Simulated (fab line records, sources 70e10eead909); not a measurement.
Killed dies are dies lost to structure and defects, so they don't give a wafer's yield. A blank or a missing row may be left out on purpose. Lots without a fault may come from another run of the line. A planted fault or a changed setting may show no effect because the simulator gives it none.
Which tool did it? | flow nand_harc | 20 lots, 60 wafers sampled, at 6 steps of a route of 1159

WHAT THE GAUGES READ, wafer by wafer
The record holds no reading of a measuring or inspecting step that can be judged against a usual standard deviation.

WHICH TOOL RAN EACH LOT (tool, then ch and the chambers of the sampled wafers, then the start)
lot  | NHARC_A_STAIRCASE_DESCUM_11        | NHARC_A_STAIRCASE_TRIM_20          | NHARC_A_STAIRCASE_TRIM_189                    | NHARC_A_STAIRCASE_TRIM_196         | NHARC_A_STAIRCASE_DESCUM_219       | NHARC_A_STAIRCASE_TRIM_235
L076 | rie_diel-08 ch 0,1, day 11 12:37   | rie_diel-08 ch 1,2,3, day 11 13:45 | rie_diel-01 ch 0,1, day 11 17:22 or earlier   | rie_diel-01 ch 1,2, day 11 17:22   | rie_diel-08 ch 2,3, day 11 20:22   | rie_diel-01 ch 0,1,3, no start
L074 | rie_diel-07 ch 0,1,2, day 11 12:56 | rie_diel-01 ch 0,1,3, day 11 14:02 | rie_diel-08 ch 0,2, day 11 18:54 or earlier   | rie_diel-07 ch 0,2,3, day 11 18:54 | rie_diel-08 ch 0,2,3, day 11 21:31 | rie_diel-08 ch 1,2,3, no start
L075 | rie_diel-08 ch 0,1,2, day 11 15:08 | rie_diel-07 ch 1,2,3, day 11 16:34 | rie_diel-01 ch 0,1, day 11 20:16 or earlier   | rie_diel-01 ch 1,2,3, day 11 20:16 | rie_diel-01 ch 0,3, day 11 22:54   | rie_diel-08 ch 0,1,3, no start
L079 | rie_diel-01 ch 0,1,2, day 11 19:48 | rie_diel-08 ch 1,2, day 11 21:06   | rie_diel-08 ch 1,2,3, day 12 02:27 or earlier | rie_diel-01 ch 0,3, day 12 02:27   | rie_diel-08 ch 0,3, day 12 05:14   | rie_diel-01 ch 0,1, no start
L078 | rie_diel-07 ch 1,2,3, day 11 20:16 | rie_diel-07 ch 1,2,3, day 11 21:29 | rie_diel-08 ch 0,1,3, day 12 03:23 or earlier | rie_diel-01 ch 0,1,3, day 12 03:23 | rie_diel-08 ch 0,1,3, day 12 07:01 | rie_diel-08 ch 0,1,2, no start
L080 | rie_diel-01 ch 0,1,2, day 12 03:07 | rie_diel-01 ch 1,2,3, day 12 04:26 | rie_diel-07 ch 1,2, day 12 09:13 or earlier   | rie_diel-08 ch 0,1,3, day 12 09:13 | rie_diel-08 ch 1,2,3, day 12 12:29 | rie_diel-07 ch 0,2,3, no start
L081 | rie_diel-07 ch 0,1,3, day 12 03:21 | rie_diel-07 ch 0,1,3, day 12 04:39 | rie_diel-08 ch 0,3, day 12 09:02 or earlier   | rie_diel-08 ch 0,3, day 12 09:02   | rie_diel-07 ch 1,2, day 12 12:20   | rie_diel-08 ch 1,2,3, no start
L084 | rie_diel-08 ch 2,3, day 13 11:26   | rie_diel-01 ch 1,3, day 13 12:34   | rie_diel-01 ch 0,1,3, day 13 16:22 or earlier | rie_diel-07 ch 0,2, day 13 16:22   | rie_diel-07 ch 1,2,3, day 13 19:18 | rie_diel-07 ch 1,3, no start
L083 | rie_diel-07 ch 0,1,2, day 13 15:16 | rie_diel-07 ch 0,1,2, day 13 16:31 | rie_diel-07 ch 1,2, day 13 21:22 or earlier   | rie_diel-07 ch 0,2, day 13 21:22   | rie_diel-08 ch 0,2, day 14 01:14   | rie_diel-08 ch 0,1,2, no start
L086 | rie_diel-01 ch 0,3, day 13 19:16   | rie_diel-07 ch 1,2, day 13 20:34   | rie_diel-08 ch 1,2,3, day 14 01:10 or earlier | rie_diel-08 ch 0,2,3, day 14 01:10 | rie_diel-07 ch 2,3, day 14 03:41   | rie_diel-07 ch 0,2,3, no start
L088 | rie_diel-01 ch 1,2, day 13 19:28   | rie_diel-07 ch 0,1, day 13 20:49   | rie_diel-07 ch 0,1,2, day 14 02:06 or earlier | rie_diel-01 ch 0,1,3, day 14 02:06 | rie_diel-07 ch 0,2, day 14 04:36   | rie_diel-07 ch 1,3, no start
L085 | rie_diel-01 ch 0,1,3, day 13 23:15 | rie_diel-07 ch 1,2,3, day 14 00:23 | rie_diel-07 ch 2,3, day 14 04:14 or earlier   | rie_diel-08 ch 2,3, day 14 04:14   | rie_diel-08 ch 0,1,2, day 14 10:50 | rie_diel-01 ch 0,2, no start
L087 | rie_diel-07 ch 1,2, day 14 14:35   | rie_diel-07 ch 1,3, day 14 15:52   | rie_diel-07 ch 0,1,2, day 14 22:17 or earlier | rie_diel-08 ch 0,1,2, day 14 22:17 | rie_diel-01 ch 1,2,3, day 15 00:52 | rie_diel-01 ch 0,1,2, no start
L089 | rie_diel-01 ch 1,2, day 14 14:56   | rie_diel-07 ch 1,2,3, day 14 16:08 | rie_diel-01 ch 0,1, day 14 21:58 or earlier   | rie_diel-01 ch 0,1,3, day 14 21:58 | rie_diel-08 ch 1,2, day 15 00:30   | rie_diel-08 ch 0,2,3, no start
L090 | rie_diel-08 ch 0,2,3, day 15 02:58 | rie_diel-08 ch 0,1, day 15 04:13   | rie_diel-08 ch 2,3, day 15 07:49 or earlier   | rie_diel-08 ch 0,1,3, day 15 07:49 | rie_diel-07 ch 0,1,3, day 15 10:23 | rie_diel-01 ch 0,1,3, no start
L091 | rie_diel-07 ch 0,1,3, day 15 13:11 | rie_diel-01 ch 0,1,2, day 15 14:18 | rie_diel-08 ch 0,2, day 15 18:34 or earlier   | rie_diel-01 ch 1,2,3, day 15 18:34 | rie_diel-01 ch 0,1,2, day 15 21:30 | rie_diel-08 ch 0,3, no start
L092 | rie_diel-01 ch 0,2,3, day 15 13:35 | rie_diel-01 ch 0,3, day 15 14:47   | rie_diel-08 ch 0,2,3, day 15 18:53 or earlier | rie_diel-08 ch 0,2,3, day 15 18:53 | rie_diel-07 ch 2,3, day 15 21:47   | rie_diel-01 ch 1,2, no start
L095 | rie_diel-08 ch 1,2,3, day 16 08:06 | rie_diel-08 ch 0,1,3, day 16 09:13 | rie_diel-01 ch 0,2,3, day 16 14:10 or earlier | rie_diel-01 ch 0,2,3, day 16 14:10 | rie_diel-08 ch 0,2,3, day 16 17:01 | rie_diel-08 ch 0,1,3, no start
L096 | rie_diel-08 ch 0,3, day 16 11:10   | rie_diel-07 ch 1,2, day 16 16:01   | rie_diel-01 ch 1,3, day 16 20:09 or earlier   | rie_diel-01 ch 0,1,2, day 16 20:09 | rie_diel-01 ch 1,2,3, day 16 22:39 | rie_diel-08 ch 0,3, no start
L097 | rie_diel-07 ch 0,1,3, day 16 17:18 | rie_diel-07 ch 0,2,3, day 16 18:29 | rie_diel-07 ch 0,1,2, day 16 22:08 or earlier | rie_diel-07 ch 0,1,3, day 16 22:08 | rie_diel-01 ch 1,2,3, day 17 00:35 | rie_diel-01 ch 0,2,3, no start
- NHARC_A_STAIRCASE_DESCUM_11: chemistry O2, time 3 s.
- NHARC_A_STAIRCASE_TRIM_20: chemistry O2, time 211.2 s.
- NHARC_A_STAIRCASE_TRIM_189: chemistry O2, time 211.2 s.
- NHARC_A_STAIRCASE_TRIM_196: chemistry O2, time 211.2 s.
- NHARC_A_STAIRCASE_DESCUM_219: chemistry O2, time 3 s.
- NHARC_A_STAIRCASE_TRIM_235: chemistry O2, time 211.2 s.

WHAT THE TOOLS THEMSELVES READ (means of the sampled wafers that have a number; where no wafer has one, the mark that the record gives instead)
NHARC_A_STAIRCASE_DESCUM_11. Usual: drypump_motor_current_A 5.7 A, standard deviation 0.44; oes_product_au 1.001 a.u., standard deviation 0.0093; rf_vpp_V 57.7 V, standard deviation 1; showerhead_plenum_p_Torr 1.88 Torr, standard deviation 0.076; throttle_valve_pct 11.312 %, standard deviation 0.0095.
lot  | tool        | drypump_motor_current_A (A) | oes_product_au (a.u.) | rf_vpp_V (V) | showerhead_plenum_p_Torr (Torr) | throttle_valve_pct (%) | flag
L076 | rie_diel-08 | 5.6                         | 1.002                 | 57.9         | 1.86                            | 11.309                 |
L074 | rie_diel-07 | 5.8                         | 1.015                 | 58.2         | 1.96                            | 11.314                 |
L075 | rie_diel-08 | 5.8                         | 0.998                 | 56.3         | 1.84                            | 11.326                 |
L079 | rie_diel-01 | 5.9                         | 1.005                 | 57.3         | 1.86                            | 11.319                 |
L078 | rie_diel-07 | 5.6                         | 1.007                 | 57.9         | 1.91                            | 11.322                 |
L080 | rie_diel-01 | 5.9                         | 1.004                 | 57.7         | 1.86                            | 11.311                 |
L081 | rie_diel-07 | 5.5                         | 1.008                 | 57.5         | 1.95                            | 11.300                 |
L084 | rie_diel-08 | 5.7                         | 0.992                 | 58.2         | 1.81                            | 11.310                 |
L083 | rie_diel-07 | 5.8                         | 1.011                 | 58.0         | 1.96                            | 11.305                 |
L086 | rie_diel-01 | 6.3                         | 0.996                 | 56.9         | 1.81                            | 11.307                 |
L088 | rie_diel-01 | 5.7                         | 1.000                 | 58.4         | 1.91                            | 11.299                 |
L085 | rie_diel-01 | 5.7                         | 1.012                 | 56.8         | 1.82                            | 11.302                 |
L087 | rie_diel-07 | 5.7                         | 1.004                 | 57.1         | 1.90                            | 11.319                 |
L089 | rie_diel-01 | 5.4                         | 0.996                 | 57.6         | 1.86                            | 11.308                 |
L090 | rie_diel-08 | 5.8                         | 0.998                 | 58.0         | 1.80                            | 11.305                 |
L091 | rie_diel-07 | 5.5                         | 1.002                 | 58.1         | 1.94                            | 11.326                 |
L092 | rie_diel-01 | 6.0                         | 0.996                 | 57.1         | 1.87                            | 11.305                 |
L095 | rie_diel-08 | 5.7                         | 0.991                 | 57.7         | 1.83                            | 11.311                 |
L096 | rie_diel-08 | 5.6                         | 1.005                 | 57.4         | 1.79                            | 11.307                 |
L097 | rie_diel-07 | 5.6                         | 1.005                 | 58.0         | 1.94                            | 11.319                 |

NHARC_A_STAIRCASE_TRIM_20. Usual: drypump_motor_current_A 5.7 A, standard deviation 0.38; oes_product_au 1.002 a.u., standard deviation 0.0084; rf_vpp_V 57.6 V, standard deviation 0.85; showerhead_plenum_p_Torr 3.49 Torr, standard deviation 0.12; throttle_valve_pct 17.035 %, standard deviation 0.009.
lot  | tool        | drypump_motor_current_A (A) | oes_product_au (a.u.) | rf_vpp_V (V) | showerhead_plenum_p_Torr (Torr) | throttle_valve_pct (%) | flag
L076 | rie_diel-08 | 5.7                         | 1.005                 | 57.8         | 3.40                            | 17.041                 |
L074 | rie_diel-01 | 5.7                         | 0.999                 | 57.9         | 3.38                            | 17.039                 |
L075 | rie_diel-07 | 5.7                         | 0.993                 | 56.9         | 3.52                            | 17.039                 |
L079 | rie_diel-08 | 5.7                         | 1.000                 | 57.4         | 3.46                            | 17.036                 |
L078 | rie_diel-07 | 5.6                         | 0.999                 | 57.4         | 3.52                            | 17.044                 |
L080 | rie_diel-01 | 5.5                         | 0.994                 | 57.2         | 3.48                            | 17.028                 |
L081 | rie_diel-07 | 5.6                         | 1.001                 | 58.4         | 3.59                            | 17.033                 |
L084 | rie_diel-01 | 5.2                         | 0.999                 | 57.6         | 3.39                            | 17.032                 |
L083 | rie_diel-07 | 5.8                         | 1.007                 | 57.0         | 3.60                            | 17.034                 |
L086 | rie_diel-07 | 5.9                         | 1.012                 | 57.0         | 3.53                            | 17.036                 |
L088 | rie_diel-07 | 5.8                         | 1.005                 | 58.7         | 3.67                            | 17.027                 |
L085 | rie_diel-07 | 5.6                         | 1.001                 | 57.3         | 3.51                            | 17.035                 |
L087 | rie_diel-07 | 5.4                         | 0.998                 | 57.9         | 3.49                            | 17.039                 |
L089 | rie_diel-07 | 5.6                         | 1.009                 | 57.8         | 3.51                            | 17.035                 |
L090 | rie_diel-08 | 5.7                         | 0.998                 | 57.3         | 3.37                            | 17.037                 |
L091 | rie_diel-01 | 5.9                         | 1.002                 | 57.3         | 3.41                            | 17.041                 |
L092 | rie_diel-01 | 6.3                         | 1.004                 | 57.2         | 3.35                            | 17.031                 |
L095 | rie_diel-08 | 5.6                         | 1.000                 | 56.8         | 3.37                            | 17.038                 |
L096 | rie_diel-07 | 5.8                         | 1.001                 | 59.3         | 3.52                            | 17.036                 |
L097 | rie_diel-07 | 5.7                         | 1.006                 | 57.5         | 3.58                            | 17.048                 |

NHARC_A_STAIRCASE_TRIM_189. Usual: drypump_motor_current_A 5.7 A, standard deviation 0.43; oes_product_au 1.001 a.u., standard deviation 0.0087; rf_vpp_V 57.5 V, standard deviation 0.8; showerhead_plenum_p_Torr 3.45 Torr, standard deviation 0.13; throttle_valve_pct 17.037 %, standard deviation 0.0098.
lot  | tool        | drypump_motor_current_A (A) | oes_product_au (a.u.) | rf_vpp_V (V) | showerhead_plenum_p_Torr (Torr) | throttle_valve_pct (%) | flag
L076 | rie_diel-01 | 5.6                         | 1.009                 | 57.8         | 3.34                            | 17.029                 |
L074 | rie_diel-08 | 5.8                         | 1.002                 | 57.6         | 3.36                            | 17.032                 |
L075 | rie_diel-01 | 6.2                         | 1.008                 | 57.6         | 3.33                            | 17.041                 |
L079 | rie_diel-08 | 5.7                         | 0.991                 | 57.4         | 3.40                            | 17.044                 |
L078 | rie_diel-08 | 5.6                         | 1.002                 | 57.4         | 3.38                            | 17.035                 |
L080 | rie_diel-07 | 5.9                         | 1.010                 | 57.8         | 3.54                            | 17.031                 |
L081 | rie_diel-08 | 5.6                         | 1.007                 | 57.5         | 3.33                            | 17.040                 |
L084 | rie_diel-01 | 5.7                         | 0.997                 | 57.2         | 3.37                            | 17.028                 |
L083 | rie_diel-07 | 5.7                         | 1.011                 | 57.8         | 3.52                            | 17.030                 |
L086 | rie_diel-08 | 5.7                         | 1.002                 | 58.1         | 3.40                            | 17.045                 |
L088 | rie_diel-07 | 5.8                         | 1.005                 | 57.4         | 3.60                            | 17.034                 |
L085 | rie_diel-07 | 5.7                         | 0.999                 | 58.1         | 3.53                            | 17.032                 |
L087 | rie_diel-07 | 5.8                         | 1.001                 | 57.3         | 3.59                            | 17.034                 |
L089 | rie_diel-01 | 5.7                         | 1.003                 | 57.1         | 3.33                            | 17.032                 |
L090 | rie_diel-08 | 5.8                         | 0.997                 | 57.9         | 3.36                            | 17.040                 |
L091 | rie_diel-08 | 5.9                         | 0.998                 | 57.5         | 3.34                            | 17.033                 |
L092 | rie_diel-08 | 5.8                         | 0.998                 | 57.7         | 3.34                            | 17.038                 |
L095 | rie_diel-01 | 6.0                         | 1.005                 | 57.6         | 3.45                            | 17.036                 |
L096 | rie_diel-01 | 5.3                         | 0.999                 | 57.7         | 3.42                            | 17.049                 |
L097 | rie_diel-07 | 5.8                         | 1.003                 | 57.3         | 3.58                            | 17.032                 |

NHARC_A_STAIRCASE_TRIM_196. Usual: drypump_motor_current_A 5.7 A, standard deviation 0.44; oes_product_au 1.001 a.u., standard deviation 0.0086; rf_vpp_V 57.5 V, standard deviation 0.92; showerhead_plenum_p_Torr 3.44 Torr, standard deviation 0.12; throttle_valve_pct 17.036 %, standard deviation 0.0089.
lot  | tool        | drypump_motor_current_A (A) | oes_product_au (a.u.) | rf_vpp_V (V) | showerhead_plenum_p_Torr (Torr) | throttle_valve_pct (%) | flag
L076 | rie_diel-01 | 5.4                         | 1.005                 | 57.3         | 3.45                            | 17.026                 |
L074 | rie_diel-07 | 5.7                         | 1.004                 | 57.8         | 3.61                            | 17.042                 |
L075 | rie_diel-01 | 5.5                         | 0.994                 | 57.3         | 3.49                            | 17.032                 |
L079 | rie_diel-01 | 5.8                         | 0.997                 | 56.7         | 3.42                            | 17.034                 |
L078 | rie_diel-01 | 5.7                         | 1.003                 | 57.3         | 3.38                            | 17.037                 |
L080 | rie_diel-08 | 5.6                         | 1.006                 | 57.0         | 3.38                            | 17.039                 |
L081 | rie_diel-08 | 5.7                         | 1.007                 | 57.5         | 3.33                            | 17.036                 |
L084 | rie_diel-07 | 5.9                         | 1.014                 | 58.0         | 3.62                            | 17.039                 |
L083 | rie_diel-07 | 5.9                         | 0.998                 | 58.1         | 3.62                            | 17.039                 |
L086 | rie_diel-08 | 5.8                         | 1.000                 | 57.3         | 3.35                            | 17.035                 |
L088 | rie_diel-01 | 5.7                         | 1.003                 | 57.1         | 3.37                            | 17.033                 |
L085 | rie_diel-08 | 5.9                         | 1.001                 | 57.8         | 3.36                            | 17.033                 |
L087 | rie_diel-08 | 5.7                         | 0.995                 | 58.0         | 3.39                            | 17.040                 |
L089 | rie_diel-01 | 5.7                         | 0.995                 | 57.7         | 3.37                            | 17.040                 |
L090 | rie_diel-08 | 5.6                         | 0.996                 | 57.0         | 3.37                            | 17.030                 |
L091 | rie_diel-01 | 5.5                         | 1.000                 | 57.8         | 3.47                            | 17.027                 |
L092 | rie_diel-08 | 5.8                         | 0.992                 | 57.0         | 3.34                            | 17.033                 |
L095 | rie_diel-01 | 6.0                         | 1.004                 | 56.4         | 3.45                            | 17.047                 |
L096 | rie_diel-01 | 5.9                         | 0.999                 | 57.4         | 3.41                            | 17.045                 |
L097 | rie_diel-07 | 5.6                         | 1.008                 | 57.7         | 3.56                            | 17.035                 |

NHARC_A_STAIRCASE_DESCUM_219. Usual: drypump_motor_current_A 5.7 A, standard deviation 0.39; oes_product_au 1.003 a.u., standard deviation 0.0092; rf_vpp_V 57.4 V, standard deviation 0.84; showerhead_plenum_p_Torr 1.87 Torr, standard deviation 0.074; throttle_valve_pct 11.312 %, standard deviation 0.0093.
lot  | tool        | drypump_motor_current_A (A) | oes_product_au (a.u.) | rf_vpp_V (V) | showerhead_plenum_p_Torr (Torr) | throttle_valve_pct (%) | flag
L076 | rie_diel-08 | 5.7                         | 0.994                 | 56.5         | 1.81                            | 11.305                 |
L074 | rie_diel-08 | 5.8                         | 1.000                 | 58.1         | 1.81                            | 11.319                 |
L075 | rie_diel-01 | 5.8                         | 0.992                 | 57.7         | 1.86                            | 11.312                 |
L079 | rie_diel-08 | 5.7                         | 1.011                 | 57.4         | 1.80                            | 11.314                 |
L078 | rie_diel-08 | 5.6                         | 1.007                 | 57.2         | 1.83                            | 11.308                 |
L080 | rie_diel-08 | 5.6                         | 1.005                 | 57.6         | 1.84                            | 11.313                 |
L081 | rie_diel-07 | 5.7                         | 1.012                 | 56.6         | 1.91                            | 11.306                 |
L084 | rie_diel-07 | 5.6                         | 1.008                 | 57.6         | 1.91                            | 11.315                 |
L083 | rie_diel-08 | 5.9                         | 1.001                 | 57.0         | 1.82                            | 11.309                 |
L086 | rie_diel-07 | 5.7                         | 0.999                 | 57.7         | 1.92                            | 11.309                 |
L088 | rie_diel-07 | 5.8                         | 1.011                 | 57.9         | 2.01                            | 11.303                 |
L085 | rie_diel-08 | 5.7                         | 1.003                 | 57.9         | 1.84                            | 11.303                 |
L087 | rie_diel-01 | 5.5                         | 1.000                 | 57.5         | 1.88                            | 11.317                 |
L089 | rie_diel-08 | 5.8                         | 0.992                 | 58.6         | 1.85                            | 11.321                 |
L090 | rie_diel-07 | 5.6                         | 1.000                 | 56.8         | 1.94                            | 11.306                 |
L091 | rie_diel-01 | 5.9                         | 1.006                 | 56.9         | 1.85                            | 11.309                 |
L092 | rie_diel-07 | 5.5                         | 0.994                 | 56.9         | 1.90                            | 11.317                 |
L095 | rie_diel-08 | 5.8                         | 0.996                 | 57.4         | 1.80                            | 11.313                 |
L096 | rie_diel-01 | 5.5                         | 0.997                 | 57.7         | 1.88                            | 11.308                 |
L097 | rie_diel-01 | 5.5                         | 0.995                 | 57.4         | 1.88                            | 11.317                 |

NHARC_A_STAIRCASE_TRIM_235. Usual: drypump_motor_current_A 5.7 A, standard deviation 0.43; oes_product_au 1.004 a.u., standard deviation 0.0095; rf_vpp_V 57.5 V, standard deviation 0.8; showerhead_plenum_p_Torr 3.43 Torr, standard deviation 0.12; throttle_valve_pct 17.035 %, standard deviation 0.0088.
lot  | tool        | drypump_motor_current_A (A) | oes_product_au (a.u.) | rf_vpp_V (V) | showerhead_plenum_p_Torr (Torr) | throttle_valve_pct (%) | flag
L076 | rie_diel-01 | 5.7                         | 1.002                 | 57.5         | 3.38                            | 17.040                 |
L074 | rie_diel-08 | 5.7                         | 1.005                 | 57.7         | 3.40                            | 17.035                 |
L075 | rie_diel-08 | 5.6                         | 1.013                 | 57.9         | 3.38                            | 17.035                 |
L079 | rie_diel-01 | 6.2                         | 1.016                 | 58.0         | 3.32                            | 17.038                 |
L078 | rie_diel-08 | 5.7                         | 1.006                 | 57.4         | 3.40                            | 17.033                 |
L080 | rie_diel-07 | 5.7                         | 1.004                 | 57.6         | 3.61                            | 17.043                 |
L081 | rie_diel-08 | 5.7                         | 0.999                 | 57.5         | 3.40                            | 17.036                 |
L084 | rie_diel-07 | 5.5                         | 1.006                 | 57.3         | 3.50                            | 17.040                 |
L083 | rie_diel-08 | 5.8                         | 1.007                 | 56.9         | 3.40                            | 17.022                 |
L086 | rie_diel-07 | 5.7                         | 1.008                 | 57.7         | 3.60                            | 17.026                 |
L088 | rie_diel-07 | 5.5                         | 1.010                 | 58.7         | 3.50                            | 17.036                 |
L085 | rie_diel-01 | 6.5                         | 1.006                 | 57.1         | 3.40                            | 17.040                 |
L087 | rie_diel-01 | 5.9                         | 0.998                 | 57.4         | 3.42                            | 17.033                 |
L089 | rie_diel-08 | 5.8                         | 1.003                 | 57.0         | 3.34                            | 17.031                 |
L090 | rie_diel-01 | 5.7                         | 1.007                 | 57.7         | 3.36                            | 17.035                 |
L091 | rie_diel-08 | 5.6                         | 0.997                 | 57.8         | 3.32                            | 17.036                 |
L092 | rie_diel-01 | 5.4                         | 0.994                 | 57.1         | 3.43                            | 17.036                 |
L095 | rie_diel-08 | 5.6                         | 1.004                 | 57.1         | 3.36                            | 17.037                 |
L096 | rie_diel-08 | 5.7                         | 0.997                 | 57.3         | 3.31                            | 17.028                 |
L097 | rie_diel-01 | 6.0                         | 0.996                 | 57.0         | 3.45                            | 17.034                 |

THE ANSWER, worked out from the rows above alone
Rule: a lot is off if the mean of its wafers that have a number lies more than 3 standard deviations from the usual mean. A lot without any number at a reading at which 4 lots or more have one is off too. The other lots that the step has rows for count as sound. The gauges are gone through in route order, then the tools' own readings, and for those a lot's mean is taken as printed above. The first step at which some lot is off is used, and at that step the reading that is off furthest; a lot without a number counts as furthest.
No lot is off at any reading shown: from this, nothing can be told.

WHAT THE SIMULATOR HAD PUT IN
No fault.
